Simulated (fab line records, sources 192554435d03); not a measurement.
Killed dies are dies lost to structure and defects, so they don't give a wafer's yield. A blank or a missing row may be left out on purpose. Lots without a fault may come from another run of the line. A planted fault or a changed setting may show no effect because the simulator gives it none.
A struck lot beside a sound one | flow n5_finfet | 34 steps out of a route of 1938
Sound: wafers L888.1, L888.2, L888.4. Struck: wafer L902.1. (L902.2, L902.6 of the same lot were not struck and are left out.) The cause comes at the end.
At each step with rows: each side's tool, then ch and its chambers, then its first start. Under that, the readings that differ: sound wafers | struck wafers | difference of the means | sigmas: that difference in standard deviations of wafers without a fault.
alike: readings whose means differ by less than 2 such deviations, and words and numbers that are the same on both sides. not compared: withheld readings, readings that some wafer has no value for, bounds like >300 that may hide the same value, and numbers for which the record gives no deviation and whose values overlap.
The two part at a step that has a row with sigmas, a row that says differs or no value, or rows on one side only. Numbers that don't overlap but have no deviation are shown without sigmas and don't part them. A reading that every wafer of one side lacks parts them only if that side has two wafers or more.

first, 4 steps without rows for these wafers: N5_FIN_CUT_STRIP_22 (strips in N2/H2); N5_FIN_CUT_PRECLEAN_36 (cleans in O3/DIW, time 60 s); N5_FIN_CUT_SRD_32 (time 30 s); N5_FIN_CUT_UV_OZONE_34 (time 120 s).
N5_FIN_CUT_INSPECT_17: inspects for defects (brightfield).
  sound on defect_inspect-01, day 3 17:07; struck on defect_inspect-02, day 7 06:37
  alike: raw_defect_count
N5_STI_FIN_REVEAL_ALD_00: deposits SiO2, target thk 1 nm, pulse time 1 s.
  sound on ald_sin-03 ch 0,1,2, day 3 17:09; struck on ald_sin-01 ch 1, day 7 06:39
  alike: heater_power_w, precursor_pulse_height_rel
N5_STI_FIN_REVEAL_ALD_14: deposits Si3N4, target thk 3 nm.
  sound on ald_sin-03 ch 0,1,2, day 3 17:12; struck on ald_sin-01 ch 1, day 7 06:42
  alike: heater_power_w
then, 2 steps without rows for these wafers: N5_STI_FIN_REVEAL_FCVD_FILL_01 (material SiO2 flowable, target thk 312 nm, time 512.2 s); N5_STI_FIN_REVEAL_DENSIFY_02 (time 1800 s).
N5_STI_FIN_REVEAL_CMP_04: polishes, stops on Si3N4, t overpolish 4 s, target thk 131.83 nm.
  sound on cmp-03 ch 0,1,2, day 3 22:15; struck on cmp-04 ch 3, day 7 11:45
  alike: motor_current_A, overpolish_run_s, retaining_ring_pressure_frac, time_to_endpoint_s
N5_STI_FIN_REVEAL_THK_MEAS_05:
  sound on film_metro-01, day 3 22:32; struck on film_metro-02, day 7 12:03
  alike: thk_nm
then, 1 step without rows for these wafers: N5_STI_FIN_REVEAL_DENSIFY_30.
N5_STI_FIN_REVEAL_ETCHBACK_08: etches SiO2 in C4F6/O2, target depth 30.5 nm, time 10.167 s.
  sound on rie_diel-05 ch 1,2,3, day 3 22:51; struck on rie_diel-01 ch 1, day 7 12:47
  alike: bias_w, chamber_pressure_mTorr, drypump_motor_current_A, mfc_ar_sccm, oes_product_au, rf_fwd_power_W, rf_vpp_V, showerhead_plenum_p_Torr, throttle_valve_pct
  not compared: rf_hours_counter_h
then, 8 steps without rows for these wafers: N5_STI_FIN_REVEAL_STRIP_24 (strips in N2/H2, time 90 s); N5_STI_FIN_REVEAL_PRECLEAN_25 (cleans in SPM, time 90 s); N5_STI_FIN_REVEAL_PRECLEAN_26 (cleans in SC1, time 45 s); N5_STI_FIN_REVEAL_PRECLEAN_29 (cleans in DHF, time 30 s); N5_STI_FIN_REVEAL_SRD_12 (time 30 s); N5_STI_FIN_REVEAL_RECESS_09 (chemistry HF/NH3, target SiO2, afs cycles 11, target depth 42.5 nm, sublimation time 60 s); N5_STI_FIN_REVEAL_STRIP_16 (strips SiNx in H3PO4, target depth 23.8 nm); N5_STI_FIN_REVEAL_PRECLEAN_17 (cleans in NF3:NH3, afs cycles 1, time 20 s, sublimation time 60 s).
N5_STI_FIN_REVEAL_ETCH_34: etches Si in H2, material Si, target depth 0.97 nm.
  sound on rie_si-03 ch 0,2,3, day 4 01:14; struck on rie_si-03 ch 2, day 7 15:08
  reading               | sound             | struck | difference | sigmas
  oes_product_au (a.u.) | 0.981 1.011 1.011 | 1.035  | +0.034     | +2
  alike: chamber_pressure_mTorr, drypump_motor_current_A, rf_fwd_power_W, throttle_valve_pct
  not compared: rf_hours_counter_h
then, 4 steps without rows for these wafers: N5_STI_FIN_REVEAL_OXIDATION_31 (chemistry O2 PLASMA REMOTE, time 20 s); N5_STI_FIN_REVEAL_PRECLEAN_32 (cleans in NF3:NH3, afs cycles 1, time 20 s, sublimation time 60 s); N5_STI_FIN_REVEAL_STRIP_35 (strips Si3N4 in H3PO4, target depth 4 nm, time 39 s); N5_STI_FIN_REVEAL_SRD_21 (time 30 s).
N5_STI_FIN_REVEAL_OXIDATION_33: chemistry O2 PLASMA REMOTE, time 20 s.
  sound on plasma_asher-02 ch 0,1, day 4 01:50; struck on plasma_asher-02 ch 1, day 7 15:35
  alike: chamber_pressure_mTorr, drypump_motor_current_A, heater_power_w, rf_fwd_power_W
  not compared: rf_hours_counter_h
then, 2 steps without rows for these wafers: N5_STI_FIN_REVEAL_CLEAN_19 (cleans in O3/DIW, time 120 s); N5_STI_FIN_REVEAL_SRD_23 (time 30 s).
N5_STI_FIN_REVEAL_CD_MEAS_22: target cd 6.238 nm, pitch 28 nm.
  sound on cd_sem-02, day 4 01:59; struck on cd_sem-02, day 7 15:45
  alike: cd_nm
N5_STI_FIN_REVEAL_FIN_H_MEAS_10:
  sound on ocd-02, day 4 02:02; struck on ocd-02, day 7 15:47
  reading              | sound          | struck | difference | sigmas
  trench_depth_nm (nm) | 53.2 52.3 52.4 | 54.7   | +2.1       | +3
then, 1 step without rows for these wafers: N5_STI_FIN_REVEAL_PRECLEAN_18 (cleans in SC2, time 45 s).
-- the record jumps here: 6 days lie between the struck wafers' starts before and after (it left off in module STI_FIN_REVEAL and takes up again in module BEOL_M4, whose first step shown is number 1111 of the route) --
N5_BEOL_M4_RC_MEAS_101:
  sound on prober-01 ch 0, day 9 23:17; struck on prober-02 ch 0, day 13 22:21
  reading        | sound          | struck | difference | sigmas
  DIBL_N (mV/V)  | 39.4 42.2 42.3 | 35.6   | -5.7       | -2
  DIBL_P (mV/V)  | 41 45 44       | 33     | -10        | -3
  IOFF_N (nA/um) | 0.22 0.33 0.35 | 0.15   | -0.15      | -3
  IOFF_P (nA/um) | 0.28 0.38 0.34 | 0.19   | -0.14      | -2
  SS_N (mV/dec)  | 72.9 73.8 74.2 | 71.4   | -2.2       | -3
  SS_P (mV/dec)  | 74.1 75.4 75.5 | 72.7   | -2.3       | -3
  alike: ION_N, ION_P, VT_N, VT_P
then, 1 step without rows for these wafers: N5_PASSIVATION_PROBE_49.

WHERE THEY PART
First at N5_STI_FIN_REVEAL_ETCH_34; last, within this record, at N5_BEOL_M4_RC_MEAS_101.

WHY: what the simulator had put in
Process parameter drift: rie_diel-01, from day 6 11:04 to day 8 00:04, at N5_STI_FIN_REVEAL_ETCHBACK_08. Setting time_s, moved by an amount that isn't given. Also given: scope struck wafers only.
